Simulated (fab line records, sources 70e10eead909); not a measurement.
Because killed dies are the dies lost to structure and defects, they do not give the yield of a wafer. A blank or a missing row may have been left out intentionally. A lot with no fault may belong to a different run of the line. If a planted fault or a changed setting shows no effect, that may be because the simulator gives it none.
Chamber matching | flow nand harc | 4 sister chambers for NHARC_A_BLC_CMP_25 on cmp-03
The step polishes, t overpolish 30 s, target thk 150 nm. 27 wafers are shown with their chamber, then 12 later ones without.

EACH WAFER AND ITS CHAMBER
wafer  | chamber | motor current A (A) | time to endpoint s (s) | overpolish run s (s)
L074.1 | 1       | 11.3                | 30.0                   | 29.977
L074.2 | 2       | 14.4                | 30.3                   | 30.000
L074.3 | 3       | 11.1                | 30.9                   | 30.013
L075.1 | 0       | 12.4                | 29.0                   | 30.008
L075.3 | 2       | 15.5                | 31.3                   | 30.005
L075.5 | 0       | 12.2                | 30.5                   | 29.999
L076.1 | 2       | 14.4                | 28.0                   | 30.005
L076.4 | 1       | 11.7                | 25.6                   | 29.998
L076.5 | 1       | 11.6                | 23.9                   | 29.994
L083.1 | 1       | 11.4                | 27.0                   | 29.990
L083.2 | 0       | 12.8                | 26.5                   | 30.012
L083.6 | 1       | 11.4                | 30.2                   | 30.004
L082.1 | 1       | 11.8                | 32.7                   | 30.010
L082.2 | 3       | 10.9                | 35.8                   | 29.991
L082.3 | 2       | 15.3                | 35.0                   | 29.986
L084.2 | 3       | 11.6                | 32.6                   | 29.991
L084.3 | 1       | 11.1                | 28.2                   | 30.002
L084.6 | 3       | 10.7                | 30.3                   | 29.997
L086.1 | 1       | 11.3                | 30.3                   | 30.003
L086.2 | 0       | 12.7                | 28.3                   | 29.991
L086.5 | 3       | 11.1                | 31.8                   | 30.002
L087.1 | 0       | 12.5                | 30.8                   | 30.003
L087.2 | 2       | 14.5                | 30.8                   | 30.002
L087.4 | 3       | 11.7                | 31.6                   | 29.996
L090.1 | 1       | 11.6                | 29.0                   | 29.997
L090.3 | 3       | 11.1                | 32.7                   | 29.991
L090.6 | 3       | 11.1                | 32.0                   | 30.005

SIGNATURES (averages over the wafers above)
reading            | chamber 0 | chamber 1 | chamber 2 | chamber 3 | scatter within a chamber
motor current A    | 12.520    | 11.467    | 14.820    | 11.162    | 0.333
time to endpoint s | 29.020    | 28.544    | 31.080    | 32.212    | 2.24
overpolish run s   | 30.00260  | 29.99722  | 29.99960  | 29.99825  | 0.00858
Rule: a wafer's distance from a chamber is the root of the sum, over the readings, of the square of ((its reading less the chamber's mean) divided by the reading's scatter). If the next closest chamber is less than 2 further off than the closest, the wafer can't be placed; otherwise it belongs to the closest. The scatter is the square root of a quotient: the sum, over the shown wafers, of each reading's squared deviation from its chamber's mean, divided by wafers minus chambers.

WAFERS MISSING THEIR CHAMBER
wafer  | motor current A (A) | time to endpoint s (s) | overpolish run s (s)
L092.2 | 14.3                | 30.1                   | 29.999
L092.3 | 10.8                | 28.4                   | 29.996
L092.4 | 11.8                | 28.5                   | 30.009
L095.1 | 12.0                | 31.2                   | 30.007
L095.2 | 10.6                | 33.3                   | 29.993
L095.5 | 13.7                | 33.6                   | 30.014
L096.1 | 11.8                | 27.8                   | 30.000
L096.2 | 14.4                | 32.8                   | 29.997
L096.5 | 12.4                | 30.8                   | 30.000
L094.1 | 11.1                | 30.5                   | 29.986
L094.3 | 12.8                | 28.4                   | 29.999
L094.6 | 13.0                | 29.3                   | 30.013

CHAMBER TAKEN BY EACH
wafer  | from the rows above          | in truth
L092.2 | 2                            | 2
L092.3 | can't be placed: 1 or 3      | 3
L092.4 | can't be placed: 1 or 0 or 3 | 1
L095.1 | can't be placed: 0 or 1 or 3 | 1
L095.2 | can't be placed: 3 or 1      | 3
L095.5 | can't be placed: 2 or 0      | 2
L096.1 | can't be placed: 1 or 0 or 3 | 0
L096.2 | 2                            | 2
L096.5 | 0                            | 0
L094.1 | can't be placed: 3 or 1      | 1
L094.3 | 0                            | 0
L094.6 | 0                            | 0
Placed correctly: 5 of 12. From these rows, 7 cannot be placed; in 7 the true chamber is one of the candidates. Number placed wrongly: 0.
